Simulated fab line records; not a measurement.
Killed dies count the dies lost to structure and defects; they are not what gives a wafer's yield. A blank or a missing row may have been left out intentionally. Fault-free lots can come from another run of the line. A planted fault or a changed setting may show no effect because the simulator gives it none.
Chamber matching    flow nand harc    NHARC_A_BLC_ALD_23 on ald metal-02: 4 sister chambers
The step deposits TiN, target thk 3 nm, pulse time 1 s, ald cycles 150. 4 wafers are shown with their chamber, then 10 later ones without.

WAFERS PAIRED WITH THEIR CHAMBERS
wafer   chamber  heater power w (W)
L086.2  3        1098
L087.2  1        1005
L088.3  2        1116
L088.5  0        1089

WAFERS WITH NO CHAMBER GIVEN
wafer   heater power w (W)
L088.6  1013
L091.2  1105
L091.3  999
L091.6  1116
L092.1  1112
L092.3  1124
L092.5  1000
L096.4  1022
L096.5  1121
L096.6  1110

CHAMBER TAKEN BY EACH
wafer    from the rows above            in truth
L088.6   1                              1
L091.2   can't be placed: 3 or 2 or 0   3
L091.3   1                              1
L091.6   2                              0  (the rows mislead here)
L092.1   can't be placed: 2 or 3        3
L092.3   2                              2
L092.5   1                              1
L096.4   1                              1
L096.5   2                              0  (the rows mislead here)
L096.6   can't be placed: 2 or 3 or 0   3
Placed correctly: 5 of 10. These rows do not allow placing 3 (true chamber among the candidates in 3). Number placed wrongly: 2.
How it was worked out, from the rows above alone: a wafer's distance from a chamber is the root of the sum, over the readings, of the square of ((its reading less the chamber's mean) divided by the reading's scatter). The wafer belongs to the nearest chamber; if the next one is less than 2 further off, it can't be placed. For every chamber, the mean is computed from those of its wafers that are shown. The scatter: root of mean squared gap, hidden wafer to nearest shown wafer, with one shown wafer a chamber.
